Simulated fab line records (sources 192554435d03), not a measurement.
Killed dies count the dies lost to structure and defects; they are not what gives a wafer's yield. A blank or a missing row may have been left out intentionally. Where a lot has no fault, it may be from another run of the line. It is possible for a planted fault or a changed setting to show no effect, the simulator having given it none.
Matching of chambers + flow n5-finfet + N5_SPACER0_ALD_00 on ald-sin-03: 4 sister chambers
The step deposits SiOCN, target thk 3.5 nm, pulse time 3 s, purge time 2 s. 8 wafers are shown with their chamber, then 11 later ones without.

WAFERS, EACH WITH ITS CHAMBER
| wafer  | chamber | heater-power-w (W) | precursor-pulse-height-rel |
|--------|---------|--------------------|----------------------------|
| L079.6 | 1       | 897                | 0.997                      |
| L082.6 | 3       | 788                | 1.030                      |
| L086.3 | 1       | 925                | 0.992                      |
| L086.4 | 0       | 738                | 1.021                      |
| L088.2 | 2       | 972                | 0.996                      |
| L088.5 | 2       | 951                | 0.999                      |
| L088.6 | 3       | 762                | 0.978                      |
| L093.1 | 0       | 733                | 1.007                      |

WAFERS MISSING THEIR CHAMBER
| wafer  | heater-power-w (W) | precursor-pulse-height-rel |
|--------|--------------------|----------------------------|
| L093.3 | 908                | 0.978                      |
| L093.5 | 783                | 1.001                      |
| L094.1 | 963                | 0.979                      |
| L094.2 | 910                | 0.994                      |
| L094.5 | 789                | 1.014                      |
| L096.2 | 976                | 1.001                      |
| L096.4 | 716                | 1.001                      |
| L096.6 | 896                | 1.034                      |
| L097.2 | 796                | 0.999                      |
| L097.3 | 736                | 1.014                      |
| L097.6 | 737                | 1.018                      |

THE CHAMBER EACH PASSED THROUGH
| wafer  | from the rows above | in truth |
|--------|---------------------|----------|
| L093.3 | 1                   | 1        |
| L093.5 | 3                   | 3        |
| L094.1 | 2                   | 2        |
| L094.2 | 1                   | 1        |
| L094.5 | 3                   | 3        |
| L096.2 | 2                   | 2        |
| L096.4 | 0                   | 0        |
| L096.6 | 1                   | 1        |
| L097.2 | 3                   | 3        |
| L097.3 | 0                   | 0        |
| L097.6 | 0                   | 0        |
Correctly placed: 11 of 11. Left unplaced by these rows: 0. Number placed wrongly: 0.
How it was worked out, from the rows above alone: a wafer's distance from a chamber is the root of the sum, over the readings, of the square of ((its reading less the chamber's mean) divided by the reading's scatter). The wafer belongs to the nearest chamber; if the next one is less than 2 further off, it can't be placed. A chamber's mean is the mean of its shown wafers. The scatter: take each reading less its chamber's mean, square it, sum over the shown wafers, divide by the number of wafers less the number of chambers, and take the root.
